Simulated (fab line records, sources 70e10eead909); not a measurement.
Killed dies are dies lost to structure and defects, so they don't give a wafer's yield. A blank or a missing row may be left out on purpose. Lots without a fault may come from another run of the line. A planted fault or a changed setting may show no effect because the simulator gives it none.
Chamber matching | flow nand_harc | NHARC_A_STAIRCASE_TRIM_220 on rie_diel-06: 4 sister chambers
The step chemistry O2, time 211.2 s. 4 wafers are shown with their chamber, then 12 later ones without.

WAFERS WITH THEIR CHAMBER
wafer  | chamber | showerhead_plenum_p_Torr (Torr)
L086.2 | 2       | 3.70
L088.1 | 3       | 3.67
L088.3 | 0       | 3.59
L088.6 | 1       | 3.43

WAFERS WITHOUT THEIR CHAMBER
wafer  | showerhead_plenum_p_Torr (Torr)
L089.2 | 3.59
L089.5 | 3.67
L089.6 | 3.69
L091.2 | 3.69
L091.4 | 3.43
L091.6 | 3.69
L096.1 | 3.42
L096.4 | 3.66
L096.5 | 3.58
L097.3 | 3.58
L097.4 | 3.68
L097.6 | 3.68

WHICH CHAMBER EACH WENT THROUGH
wafer  | from the rows above     | in truth
L089.2 | 0                       | 0
L089.5 | 3                       | 3
L089.6 | can't be placed: 2 or 3 | 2
L091.2 | can't be placed: 2 or 3 | 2
L091.4 | 1                       | 1
L091.6 | can't be placed: 2 or 3 | 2
L096.1 | 1                       | 1
L096.4 | 3                       | 3
L096.5 | 0                       | 0
L097.3 | 0                       | 0
L097.4 | can't be placed: 3 or 2 | 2
L097.6 | can't be placed: 3 or 2 | 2
Placed correctly: 7 of 12. Can't be placed from these rows: 5 (the true chamber is among the candidates in 5). Placed wrongly: 0.
How it was worked out, from the rows above alone: a wafer's distance from a chamber is the root of the sum, over the readings, of the square of ((its reading less the chamber's mean) divided by the reading's scatter). The wafer belongs to the nearest chamber; if the next one is less than 2 further off, it can't be placed. A chamber's mean is the mean of its shown wafers. The scatter: with one shown wafer a chamber, the root of the mean of the squares of how far each hidden wafer lies from its nearest shown one.
